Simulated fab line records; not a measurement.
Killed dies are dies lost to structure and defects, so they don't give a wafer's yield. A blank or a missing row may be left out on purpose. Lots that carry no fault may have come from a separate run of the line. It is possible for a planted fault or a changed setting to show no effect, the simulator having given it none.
Comparing a struck lot with a sound one -- flow n5_finfet -- 19 out of 1938 route steps
Sound: these wafers, L677.2, L677.4, L677.6. Struck: wafer L683.6. (L683.1, L683.3 of the same lot were not struck and are left out.) The cause comes at the end.
Each step with rows lists, per side, the tool, then ch with its chambers, then its first start. Under that, the readings that differ: sound wafers -- struck wafers -- difference of the means -- sigmas: that difference in standard deviations of wafers without a fault.
alike: a reading whose means differ by less than 2 such deviations, as well as words and numbers matching on both sides. not compared: withheld readings; readings where some wafer has no value; bounds like >300 that might hide an equal value; numbers whose values overlap and for which the record gives no deviation.
A row with sigmas, a row that says differs or no value, or rows on one side alone: a step with any of these is where the two part. Numbers that don't overlap but have no deviation are shown without sigmas and don't part them. Lack of a reading on every wafer of one side parts them only where that side has two or more wafers.

N5_BEOL_M12_ETCH_67: etches SiARC in CF4, target depth 143 nm, time 238.3 s.
  sound on rie_diel-02 ch 0,1,2, day 12 22:42; struck on rie_diel-06 ch 0, day 14 10:40
reading,sound,struck,difference,sigmas
drypump_motor_current_A (A),5.4 5.1 5.0,6.2,+1.0,+2
  alike: etch_rf_on_time_s, oes_product_au, rf_vpp_V, showerhead_plenum_p_Torr, throttle_valve_pct
  not compared: rf_hours_counter_h
N5_BEOL_M12_ETCH_68: etches SOC in N2/H2, time 285 s.
  sound on rie_diel-02 ch 0,1,2, day 12 22:51; struck on rie_diel-06 ch 0, day 14 10:49
reading,sound,struck,difference,sigmas
drypump_motor_current_A (A),5.4 5.1 5.0,6.2,+1.0,+2
  alike: h2_flow_sccm, oes_product_au, rf_vpp_V, showerhead_plenum_p_Torr, throttle_valve_pct
  not compared: rf_hours_counter_h
then, 3 steps without rows for these wafers: N5_BEOL_M12_STRIP_69 (strips in N2/H2); N5_BEOL_M12_TRENCH_ETCH_34 (etches SiOC in C4F8/O2/Ar, target depth 318.95 nm, time 125.5 s); N5_BEOL_M12_STRIP_70 (strips in C4F8/O2/Ar).
N5_BEOL_M12_OCD_MEAS_35:
  struck on ocd-02, day 14 11:10; sound on ocd-02, day 12 23:11
  alike: trench_depth_nm
then, 1 step without rows for these wafers: N5_BEOL_M12_STRIP_37 (strips in N2/H2).
N5_BEOL_M12_ETCH_38: etches SiCN in CF4/N2, target depth 68.7 nm, time 73.4 s.
  sound on rie_diel-03 ch 0,2,3, day 12 23:22; struck on rie_diel-02 ch 2, day 14 13:10
reading,sound,struck,difference,sigmas
throttle_valve_pct (%),15.11 15.24 15.00,15.59,+0.47,+2
  alike: drypump_motor_current_A, oes_product_au, rf_vpp_V, showerhead_plenum_p_Torr
  not compared: rf_hours_counter_h
then, 3 steps without rows for these wafers: N5_BEOL_M12_PRECLEAN_39 (cleans in residue remover, time 60 s); N5_BEOL_M12_SRD_40 (time 30 s, dry time 30 s); N5_BEOL_M12_DEGAS_41 (time 60 s).
N5_BEOL_M12_PRE_CLEAN_42: time 30 s.
  struck on pvd_sputter-01, day 14 13:46; sound on pvd_sputter-01, day 12 23:52
  alike: heater_power_w
N5_BEOL_M12_SPUTTER_43: material TaN, target thk 15 nm, time 24.19 s.
  struck on pvd_sputter-01, day 14 13:49; sound on pvd_sputter-01, day 12 23:55
reading,sound,struck,difference,sigmas
model.TaN_of_BEOL_M12_SPUTTER_43.thk_nm (nm),15.2 15.2 15.2,23.2,+8.0,
  alike: cathode_dc_power_W, throttle_valve_pct
then, 1 step without rows for these wafers: N5_BEOL_M12_SPUTTER_44 (material Ta, target thk 10 nm, time 16.13 s).
N5_BEOL_M12_SPUTTER_45: material Cu, target thk 80 nm, time 13.33 s.
  struck on pvd_sputter-01, day 14 13:58; sound on pvd_sputter-01, day 13 00:04
  alike: cathode_dc_power_W, chuck_sensor_temp_C, throttle_valve_pct
then, 2 steps without rows for these wafers: N5_BEOL_M12_ECD_47 (material Cu, target thk 720 nm); N5_BEOL_M12_ANNEAL_48 (time 90 s).
N5_BEOL_M12_CMP_49: polishes, stops on SiOC, t overpolish 20.6 s, target thk 320 nm.
  sound on cmp-03 ch 0,2, day 13 00:37; struck on cmp-01 ch 3, day 14 14:38
reading,sound,struck,difference,sigmas
barrier_field_endpoint_s (s),30.9 30.5 30.9,39.9,+9.1,+13
model.Cu_of_BEOL_M12_ECD_47.thk_nm (nm),312.8 319.4 319.6,312,-5,
  alike: motor_current_A, retaining_ring_pressure_frac
N5_BEOL_M12_THK_MEAS_50: measures by xrf.
  struck on film_metro-01, day 14 14:56; sound on film_metro-02, day 13 00:55
  alike: M12_THK

== WHERE THEY PART ==
Last at N5_BEOL_M12_CMP_49 as far as this record goes, first at N5_BEOL_M12_ETCH_67. Later steps at which nothing parts them and some readings are alike: N5_BEOL_M12_THK_MEAS_50.

WHY: whatever the simulator had introduced
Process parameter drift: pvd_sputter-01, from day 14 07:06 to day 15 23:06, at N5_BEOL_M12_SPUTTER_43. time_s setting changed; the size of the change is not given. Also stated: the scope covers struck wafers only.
